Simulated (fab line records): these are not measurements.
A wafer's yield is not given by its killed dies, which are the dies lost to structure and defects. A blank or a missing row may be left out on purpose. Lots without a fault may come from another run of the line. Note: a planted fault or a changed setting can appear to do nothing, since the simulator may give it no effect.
fab line records | flow nand-harc
record: lots: 6 wafers: 18 last-day: 24
route steps=1159 shown A_STAIRCASE@618 END@1159
lots that met no fault: taken from a fault-free run of the same line
start-h: start of the lot's first displayed wafer, in hours after the record's first day | wait-h: time in hours since the lot's previous step | " identical to the entry in the row above | L1.1+2: a row that stands for several wafers | - no value, or no start was given | * or withheld: withheld | < > ~ a bound
route shown NAME@n: NAME is a module with steps in the file, n the number in the route of the first one | usual: the fault-free wafers' mean and standard deviation | same: alike in all rows | chamber/n: place in a boat | sites: readings site by site | _std_site: the values' standard deviation | _edge_site: inner sites' mean taken away from outer sites' mean | radius-mm: for every site, how far away it sits from the centre of the wafer | mask NAME#n: copy n | behind: the tool/chamber that last shaped the wafer | hold: why the lot was held/for how many hours/how that ended | device: transistor that didn't switch, given as n, p or np | end of line: tests run on the same wafers once the route is complete | a step given without rows: its recipe and nothing more | killed: dies lost to structure and defects at the first sort, not the wafer's yield | map: per-die view of a wafer (x killed, . not killed, _ where there is no die)
set.NAME: the setting as run; set.NAME@STEP: as run at that earlier step | model.NAME: the simulator's own value behind a step, which no gauge read
lots seen at some steps along the route; tables by step, rows by wafer
services: a tool's chamber out of use, with start hour (start-h, from the record's first day; less than 0 if before it), hours out, and reason
== steps ==
step: NHARC_A_STAIRCASE_TRIM_224
recipe: time-s: 211.2 o2-flow-sccm: 500 ar-flow-sccm: 0 bias-w: 0 chemistry: O2
usual: drypump-motor-current-A: 5.9/0.38 oes-product-au: 1.000/0.007 rf-vpp-V: 57.8/1.1 showerhead-plenum-p-Torr: 3.54/0.15 throttle-valve-pct: 17.037/0.009
same: time-s: 211.2
columns lot.wafer tool chamber start-h wait-h drypump-motor-current-A oes-product-au rf-hours-counter-h rf-vpp-V showerhead-plenum-p-Torr throttle-valve-pct
L281.4 rie-diel-12 2 - - 5.8 1.004 18 58.5 3.57 17.025
L281.3 " 3 " " 5.5 1.003 18 58.2 3.68 17.047
L281.5 " 2 " " 5.8 1.000 - 57.2 3.57 17.033
L294.4 rie-diel-05 3 - - 6.7 1.005 59 57.1 3.51 17.034
L294.6 " 0 " " 5.8 1.000 - 58.2 3.58 17.040
L294.5 " 1 " " 5.9 1.002 - 57.6 3.52 17.064
L291.2 rie-diel-02 3 - - 6.4 1.001 2 57.7 3.31 17.040
L291.1 " 0 " " 5.7 1.014 2 58.4 3.32 17.030
L291.4 " 2 " " 5.3 1.000 - 58.5 3.47 17.042
L299.1 rie-diel-02 1 - - 6.3 1.002 6 56.6 3.30 17.026
L299.4 " 2 " " 5.3 0.987 10 58.8 3.47 17.036
L299.5 " 1 " " 6.3 0.998 - 57.5 3.30 17.025
L298.1 rie-diel-05 3 - - 6.7 1.011 5 57.3 3.50 17.037
L298.2 " 1 " " 5.9 1.016 4 56.8 3.51 17.050
L298.4 " 2 " " 6.2 1.007 5 58.8 3.69 17.044
L302.3 rie-diel-02 2 - - 5.3 0.991 18 57.8 3.46 17.020
L302.5 " 1 " " 6.3 1.005 - 56.1 3.30 17.032
L302.6 " 2 " " 5.3 0.989 - 57.3 3.46 17.040
step: NHARC_A_STAIRCASE_ETCH_225
recipe: target-depth-a: 1000 time-s: 40.5 ion-energy-ev: 400 c4f8-flow-sccm: 20 o2-flow-sccm: 10 ar-flow-sccm: withheld rf-w: 600 bias-w: 1000 chemistry: C4F8/O2
step: NHARC_A_STAIRCASE_TRIM_226
recipe: time-s: 211.2 o2-flow-sccm: 500 ar-flow-sccm: 0 bias-w: 0 chemistry: O2
step: NHARC_A_STAIRCASE_ETCH_227
recipe: target-depth-a: 1000 time-s: 40.5 ion-energy-ev: 400 c4f8-flow-sccm: 20 o2-flow-sccm: 10 ar-flow-sccm: withheld rf-w: 600 bias-w: 1000 chemistry: C4F8/O2
usual: bias-w: 1000.0/3 chamber-pressure-mTorr: 25.002/0.022 oes-product-au: 0.943/0.017 rf-fwd-power-W: 591/3.4 rf-vpp-V: 896/5.9
same: time-s: 40.5
columns lot.wafer tool chamber start-h wait-h bias-w chamber-pressure-mTorr oes-product-au rf-fwd-power-W rf-hours-counter-h rf-vpp-V
L281.3 rie-diel-12 2 - - 1001.0 24.988 0.934 586 19 899
L281.4 " 3 " " 1001.8 24.968 0.933 594 18 901
L281.5 " 0 " " 998.6 24.994 0.935 586 - 905
L294.6 rie-diel-02 2 340.96 - 1002.1 25.066 0.987 585 - 894
L294.4 " 3 " " 996.8 24.985 1.000 590 - 888
L294.5 " 0 " " 1001.4 25.031 1.011 588 - 887
L291.2 rie-diel-02 2 - - 997.7 25.037 0.923 589 2 894
L291.1 " 0 " " 1001.2 25.008 0.933 589 2 888
L291.4 " 3 " " 1004.0 25.013 0.934 591 - 888
L299.4 rie-diel-02 3 - - 1000.4 24.994 0.946 590 10 887
L299.1 " 0 " " 998.5 24.997 0.961 587 9 888
L299.5 " 2 " " 998.5 25.000 0.929 592 - 894
L298.1 rie-diel-05 1 - - 1000.3 25.003 0.940 594 4 895
L298.4 " 2 " " 998.4 24.995 0.959 594 5 901
L298.2 " 3 " " 1000.1 24.969 0.954 596 6 894
L302.3 rie-diel-02 3 - - 1002.6 24.983 0.958 591 19 890
L302.5 " 0 " " 1002.8 24.986 0.957 588 - 888
L302.6 " 1 " " 1001.9 25.032 0.941 590 - 887
step: NHARC_A_STAIRCASE_TRIM_229
recipe: time-s: 211.2 o2-flow-sccm: 500 ar-flow-sccm: 0 bias-w: 0 chemistry: O2
step: NHARC_A_STAIRCASE_ETCH_230
recipe: target-depth-a: 1000 time-s: 40.5 ion-energy-ev: 400 c4f8-flow-sccm: 20 o2-flow-sccm: 10 ar-flow-sccm: withheld rf-w: 600 bias-w: 1000 chemistry: C4F8/O2
usual: bias-w: 1000.1/3 chamber-pressure-mTorr: 25.000/0.023 oes-product-au: 0.942/0.015 rf-fwd-power-W: 591/3.3 rf-vpp-V: 897/6
same: time-s: 40.5
columns lot.wafer tool chamber start-h wait-h bias-w chamber-pressure-mTorr oes-product-au rf-fwd-power-W rf-hours-counter-h rf-vpp-V
L281.3 rie-diel-05 1 - - 1002.0 25.017 0.955 597 34 896
L281.4 " 3 " " 996.5 25.007 0.974 596 30 895
L281.5 " 0 " " 1001.6 24.983 0.973 593 - 898
L294.6 rie-diel-12 1 - - 1000.3 25.005 0.920 592 - 904
L294.5 " 3 " " 998.6 24.988 0.913 590 - 901
L294.4 " 0 " " 1000.3 25.023 0.916 592 - 904
L291.2 rie-diel-02 1 - - 1004.6 24.991 0.954 588 0 888
L291.4 " 2 " " 1003.8 24.988 0.936 586 2 893
L291.1 " 0 " " 1002.0 24.969 0.941 586 3 888
L299.4 rie-diel-02 3 - - 1004.9 24.947 0.946 590 10 888
L299.1 " 0 " " 1002.2 24.978 0.939 592 9 887
L299.5 " 2 " " 998.2 25.017 0.947 587 - 894
L298.2 rie-diel-05 0 - - 999.2 24.999 0.939 595 4 896
L298.4 " 1 " " 1002.2 24.969 0.943 593 4 895
L298.1 " 2 " " 997.0 25.026 0.956 589 6 902
L302.3 rie-diel-02 3 - - 992.2 25.012 0.948 591 19 888
L302.5 " 0 " " 1004.2 25.000 0.946 590 - 887
L302.6 " 1 " " 999.7 24.989 0.934 590 - 889
step: NHARC_A_STAIRCASE_TRIM_231
recipe: time-s: 211.2 o2-flow-sccm: 500 ar-flow-sccm: 0 bias-w: 0 chemistry: O2
step: NHARC_A_STAIRCASE_ETCH_232
recipe: target-depth-a: 1000 time-s: 40.5 ion-energy-ev: 400 c4f8-flow-sccm: 20 o2-flow-sccm: 10 ar-flow-sccm: withheld rf-w: 600 bias-w: 1000 chemistry: C4F8/O2
usual: bias-w: 1000/3.1 chamber-pressure-mTorr: 25.001/0.021 oes-product-au: 0.942/0.01 rf-fwd-power-W: 591/3.3 rf-vpp-V: 897/6.2
same: time-s: 40.5
columns lot.wafer tool chamber start-h wait-h bias-w chamber-pressure-mTorr oes-product-au rf-fwd-power-W rf-hours-counter-h rf-vpp-V
L281.4 rie-diel-05 1 - - 998 25.021 0.957 598 34 895
L281.3 " 0 " " 1005 25.012 0.969 595 34 899
L281.5 " 2 " " 994 25.021 0.952 595 - 902
L294.4 rie-diel-12 0 - - 1000 25.026 0.929 594 - 905
L294.5 " 1 " " 999 25.000 0.926 590 - 903
L294.6 " 3 " " 1003 25.010 0.922 592 - 900
L291.2 rie-diel-02 1 - - 1000 24.998 0.944 589 0 887
L291.4 " 2 " " 1003 24.977 0.937 586 3 893
L291.1 " 0 " " 1001 24.985 0.936 590 3 888
L299.1 rie-diel-02 0 - - 998 24.981 0.942 589 9 888
L299.4 " 1 " " 997 25.020 0.951 592 6 888
L299.5 " 3 " " 1003 24.994 0.945 592 - 888
L298.2 rie-diel-05 0 - - 1001 24.985 0.949 595 5 898
L298.1 " 3 " " 1002 25.037 0.946 593 6 895
L298.4 " 1 " " 997 24.995 0.958 591 - 897
L302.3 rie-diel-02 3 - - 992 24.977 0.955 590 19 887
L302.6 " 0 " " 1007 24.991 0.954 590 - 887
L302.5 " 1 " " 998 24.996 0.930 592 - 888
step: NHARC_A_STAIRCASE_TRIM_233
recipe: time-s: 211.2 o2-flow-sccm: 500 ar-flow-sccm: 0 bias-w: 0 chemistry: O2
step: NHARC_A_STAIRCASE_ETCH_234
recipe: target-depth-a: 1000 time-s: 40.5 ion-energy-ev: 400 c4f8-flow-sccm: 20 o2-flow-sccm: 10 ar-flow-sccm: withheld rf-w: 600 bias-w: 1000 chemistry: C4F8/O2
usual: bias-w: 1000/3.1 chamber-pressure-mTorr: 25.000/0.022 oes-product-au: 0.940/0.0098 rf-fwd-power-W: 591/3.3 rf-vpp-V: 897/6.1
same: time-s: 40.5
columns lot.wafer tool chamber start-h wait-h bias-w chamber-pressure-mTorr oes-product-au rf-fwd-power-W rf-hours-counter-h rf-vpp-V
L281.3 rie-diel-05 1 - - 988 25.012 0.954 594 34 897
L281.4 " 3 " " 1002 24.993 0.955 597 30 896
L281.5 " 2 " " 998 24.994 0.947 593 - 904
L294.4 rie-diel-12 0 - - 998 25.003 0.915 592 - 906
L294.5 " 1 " " 1002 24.968 0.929 587 - 903
L294.6 " 3 " " 997 25.015 0.929 593 - 900
L291.4 rie-diel-02 1 - - 1000 25.003 0.931 594 0 889
L291.2 " 3 " " 1001 25.011 0.928 592 3 888
L291.1 " 0 " " 997 24.999 0.937 586 3 887
L299.4 rie-diel-02 1 - - 1000 25.016 0.946 591 6 888
L299.1 " 3 " " 1002 25.033 0.942 591 10 888
L299.5 " 0 " " 1001 25.035 0.953 587 - 887
L298.1 rie-diel-05 1 - - 1001 25.008 0.960 591 5 896
L298.2 " 3 " " 1003 25.003 0.933 594 6 895
L298.4 " 1 " " 1002 24.984 0.956 592 - 894
L302.3 rie-diel-02 0 - - 997 25.016 0.950 591 20 889
L302.5 " 2 " " 997 25.001 0.935 589 - 894
L302.6 " 3 " " 1000 24.976 0.943 592 - 889
step: NHARC_A_STAIRCASE_TRIM_235
recipe: time-s: 211.2 o2-flow-sccm: 500 ar-flow-sccm: 0 bias-w: 0 chemistry: O2
step: NHARC_A_STAIRCASE_ETCH_236
recipe: target-depth-a: 1000 time-s: 40.5 ion-energy-ev: 400 c4f8-flow-sccm: 20 o2-flow-sccm: 10 ar-flow-sccm: withheld rf-w: 600 bias-w: 1000 chemistry: C4F8/O2
usual: bias-w: 1000.2/2.9 chamber-pressure-mTorr: 24.999/0.025 oes-product-au: 0.940/0.0089 rf-fwd-power-W: 591/3.5 rf-vpp-V: 896/5.9 time-s: 40.5/0
columns lot.wafer tool chamber start-h wait-h bias-w chamber-pressure-mTorr oes-product-au rf-fwd-power-W rf-hours-counter-h rf-vpp-V time-s
L281.4 rie-diel-05 1 262.94 - 1005.4 24.992 0.935 593 34 896 40.5
L281.3 " 2 " " 996.3 25.005 0.946 593 37 902 40.5
L281.5 " 0 " " 998.6 24.968 0.935 591 - 897 40.5
L291.1 rie-diel-02 3 342.80 - - - - - - - -
L291.2 " 0 " " - - - - - - -
L291.4 " 2 " " - - - - - - -
L294.4 rie-diel-12 3 342.85 - - - - - - - -
L294.6 " 0 " " - - - - - - -
L294.5 " 1 " " - - - - - - -
L299.4 rie-diel-02 0 355.38 - 997.7 25.059 0.952 591 9 887 40.5
L299.1 " 1 " " 1001.9 24.961 0.932 592 7 888 40.5
L299.5 " 0 " " 999.2 24.975 0.951 590 - 888 40.5
L298.2 rie-diel-05 3 360.64 - 995.5 25.033 0.944 598 6 896 40.5
L298.1 " 0 " " 997.7 25.033 0.935 598 5 898 40.5
L298.4 " 0 " " 1002.3 25.012 0.939 598 - 899 40.5
L302.3 rie-diel-02 2 383.74 - 998.4 25.013 0.940 589 19 892 40.5
L302.5 " 2 " " 1000.0 24.971 0.947 586 - 892 40.5
L302.6 " 3 " " 998.7 25.003 0.945 591 - 886 40.5
step: NHARC_END_SORT_01
recipe: temp-c: 25
usual: killed-at-array: 29/12 killed-at-other: 0.7/1 killed-at-periphery: 4/3.2 killed-dies: 34/12 killed-open: 3.4/2 killed-short: 1.8/1.3
same: gross-dies: 677
columns lot.wafer tool chamber start-h wait-h killed-at-array killed-at-other killed-at-periphery killed-dies killed-open killed-short
L291.1 prober-01 0 530.10 2.5 677 0 0 677 0 1
L291.2 prober-01 0 530.91 2.8 676 0 1 677 1 0
L291.4 prober-01 0 532.52 3.4 675 1 1 677 2 3
L294.4 prober-02 0 546.94 3.4 668 6 3 677 5 4
L294.5 prober-02 0 547.75 3.7 676 0 1 677 2 3
L294.6 prober-02 0 548.55 4.0 673 1 3 677 5 3
killed by level:class
L291.1 A_STAIRCASE:area-etch=663 A_STAIRCASE:chamber-film-flake=7 A_CHANNEL_HOLE_D1:chamber-film-flake=4 A_WL_FILL:geometric-particle:short=1 A_CHANNEL_FILL_D1:chamber-film-flake=1 A_CONTACT:chamber-film-flake=1
L291.2 A_STAIRCASE:area-etch=660 A_CHANNEL_HOLE_D1:chamber-film-flake=5 A_CONTACT:chamber-film-flake=5 A_STAIRCASE:chamber-film-flake=4 P_M0:geometric-particle:open=1 A_ZERO_WELL:chamber-film-flake=1 A_WL_FILL:chamber-film-flake=1
L291.4 A_STAIRCASE:area-etch=661 A_CHANNEL_HOLE_D1:chamber-film-flake=4 A_CONTACT:chamber-film-flake=3 A_STAIRCASE:chamber-film-flake=2 A_WL_FILL:chamber-film-flake=2 P_STI:geometric-particle:open=1 A_CHANNEL_HOLE_D1:geometric-particle:open=1 A_CHANNEL_FILL_D1:geometric-particle:short=1
L294.4 A_STAIRCASE:area-etch=639 A_CHANNEL_HOLE_D1:chamber-film-flake=8 A_STAIRCASE:chamber-film-flake=6 A_CONTACT:chamber-film-flake=6 THIN_TSV:chamber-film-flake=4 A_CONTACT:geometric-particle:open=3 P_STI:chamber-film-flake=3 A_CHANNEL_HOLE_D1:geometric-particle:open=1
L294.5 A_STAIRCASE:area-etch=633 A_CHANNEL_HOLE_D1:chamber-film-flake=23 A_STAIRCASE:chamber-film-flake=8 A_CONTACT:chamber-film-flake=5 A_SLIT:chamber-film-flake=2 P_M2:geometric-particle:short=1 A_SOURCE_PLATE:geometric-particle:open=1 A_CHANNEL_HOLE_D1:geometric-particle:short=1
L294.6 A_STAIRCASE:area-etch=639 A_CONTACT:chamber-film-flake=14 A_CHANNEL_HOLE_D1:chamber-film-flake=10 A_STAIRCASE:chamber-film-flake=6 P_GATE:geometric-particle:short=2 P_M0:geometric-particle:open=1 A_SOURCE_PLATE:geometric-particle:open=1 A_ONON_D1:geometric-particle:open=1
map L291.1 (x killed, . not)
____________x____________
_________xxxxxxx_________
_______xxxxxxxxxxx_______
______xxxxxxxxxxxxx______
_____xxxxxxxxxxxxxxx_____
____xxxxxxxxxxxxxxxxx____
____xxxxxxxxxxxxxxxxx____
___xxxxxxxxxxxxxxxxxxx___
___xxxxxxxxxxxxxxxxxxx___
__xxxxxxxxxxxxxxxxxxxxx__
__xxxxxxxxxxxxxxxxxxxxx__
_xxxxxxxxxxxxxxxxxxxxxxx_
_xxxxxxxxxxxxxxxxxxxxxxx_
_xxxxxxxxxxxxxxxxxxxxxxx_
_xxxxxxxxxxxxxxxxxxxxxxx_
_xxxxxxxxxxxxxxxxxxxxxxx_
xxxxxxxxxxxxxxxxxxxxxxxxx
xxxxxxxxxxxxxxxxxxxxxxxxx
xxxxxxxxxxxxxxxxxxxxxxxxx
xxxxxxxxxxxxxxxxxxxxxxxxx
xxxxxxxxxxxxxxxxxxxxxxxxx
_xxxxxxxxxxxxxxxxxxxxxxx_
_xxxxxxxxxxxxxxxxxxxxxxx_
_xxxxxxxxxxxxxxxxxxxxxxx_
_xxxxxxxxxxxxxxxxxxxxxxx_
_xxxxxxxxxxxxxxxxxxxxxxx_
__xxxxxxxxxxxxxxxxxxxxx__
__xxxxxxxxxxxxxxxxxxxxx__
___xxxxxxxxxxxxxxxxxxx___
___xxxxxxxxxxxxxxxxxxx___
____xxxxxxxxxxxxxxxxx____
____xxxxxxxxxxxxxxxxx____
_____xxxxxxxxxxxxxxx_____
______xxxxxxxxxxxxx______
_______xxxxxxxxxxx_______
_________xxxxxxx_________
____________x____________
map L294.4 (x killed, . not)
____________x____________
_________xxxxxxx_________
_______xxxxxxxxxxx_______
______xxxxxxxxxxxxx______
_____xxxxxxxxxxxxxxx_____
____xxxxxxxxxxxxxxxxx____
____xxxxxxxxxxxxxxxxx____
___xxxxxxxxxxxxxxxxxxx___
___xxxxxxxxxxxxxxxxxxx___
__xxxxxxxxxxxxxxxxxxxxx__
__xxxxxxxxxxxxxxxxxxxxx__
_xxxxxxxxxxxxxxxxxxxxxxx_
_xxxxxxxxxxxxxxxxxxxxxxx_
_xxxxxxxxxxxxxxxxxxxxxxx_
_xxxxxxxxxxxxxxxxxxxxxxx_
_xxxxxxxxxxxxxxxxxxxxxxx_
xxxxxxxxxxxxxxxxxxxxxxxxx
xxxxxxxxxxxxxxxxxxxxxxxxx
xxxxxxxxxxxxxxxxxxxxxxxxx
xxxxxxxxxxxxxxxxxxxxxxxxx
xxxxxxxxxxxxxxxxxxxxxxxxx
_xxxxxxxxxxxxxxxxxxxxxxx_
_xxxxxxxxxxxxxxxxxxxxxxx_
_xxxxxxxxxxxxxxxxxxxxxxx_
_xxxxxxxxxxxxxxxxxxxxxxx_
_xxxxxxxxxxxxxxxxxxxxxxx_
__xxxxxxxxxxxxxxxxxxxxx__
__xxxxxxxxxxxxxxxxxxxxx__
___xxxxxxxxxxxxxxxxxxx___
___xxxxxxxxxxxxxxxxxxx___
____xxxxxxxxxxxxxxxxx____
____xxxxxxxxxxxxxxxxx____
_____xxxxxxxxxxxxxxx_____
______xxxxxxxxxxxxx______
_______xxxxxxxxxxx_______
_________xxxxxxx_________
____________x____________
== services ==
columns tool chamber start-h hours kind
rie-diel-02 0 258.34 - clean
rie-diel-02 1 258.34 - clean
rie-diel-02 2 258.34 - clean
rie-diel-02 3 258.34 - clean
rie-diel-02 2 269.84 3.8 repair
rie-diel-02 0 282.97 - clean
rie-diel-02 1 282.97 - clean
rie-diel-02 2 282.97 - clean
rie-diel-02 3 282.97 - clean
rie-diel-02 1 290.03 6.3 repair
rie-diel-02 0 307.47 - clean
rie-diel-02 1 307.47 - clean
rie-diel-02 2 307.47 - clean
rie-diel-02 3 307.47 - clean
rie-diel-02 - 328.07 9.0 pm
rie-diel-02 0 328.07 9.0 vent-cycle
rie-diel-02 1 328.07 13.5 vent-cycle
rie-diel-02 2 328.07 9.0 vent-cycle
rie-diel-02 3 328.07 9.0 vent-cycle
rie-diel-02 0 337.07 - clean
rie-diel-12 2 339.80 17.4 repair
rie-diel-05 - 340.66 9.0 pm
rie-diel-05 2 360.06 14.7 repair
rie-diel-12 - 379.51 9.0 pm
== key ==
first-sign: step: NHARC_A_STAIRCASE_ETCH_236 reading: tool-record direction: missing
effect: step: NHARC_END_SORT_01 reading: killed-dies direction: up sigmas: 55 usual: 34 struck: 677
more-kills-born-at: NHARC_A_STAIRCASE_ETCH_236@rie-diel-02: 1984 NHARC_A_STAIRCASE_ETCH_236@rie-diel-12: 1911
met-at NHARC_A_STAIRCASE_ETCH_236
struck-wafers L291.1,L291.2,L291.4,L294.4,L294.5,L294.6
later-rows-left-out L291.1,L291.2,L291.4,L294.4,L294.5,L294.6
tester-left-out L291,L294
fault: kind: skipped-step-whole tool: rie-diel-02,rie-diel-12 chamber: - onset-h: 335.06 steps: NHARC_A_STAIRCASE_ETCH_236 scope: struck-lots-only
tester-left-out: of these lots the tester's yield and bins aren't shown, on N5 and GAA mostly nor the transistor test; their killed dies are dies lost to structure and defects alone, not to doping, threshold or leakage, so they don't give the yield
later-rows-left-out: the simulator's readings of these wafers behind a module that went badly wrong aren't trusted and aren't shown, but for the sort
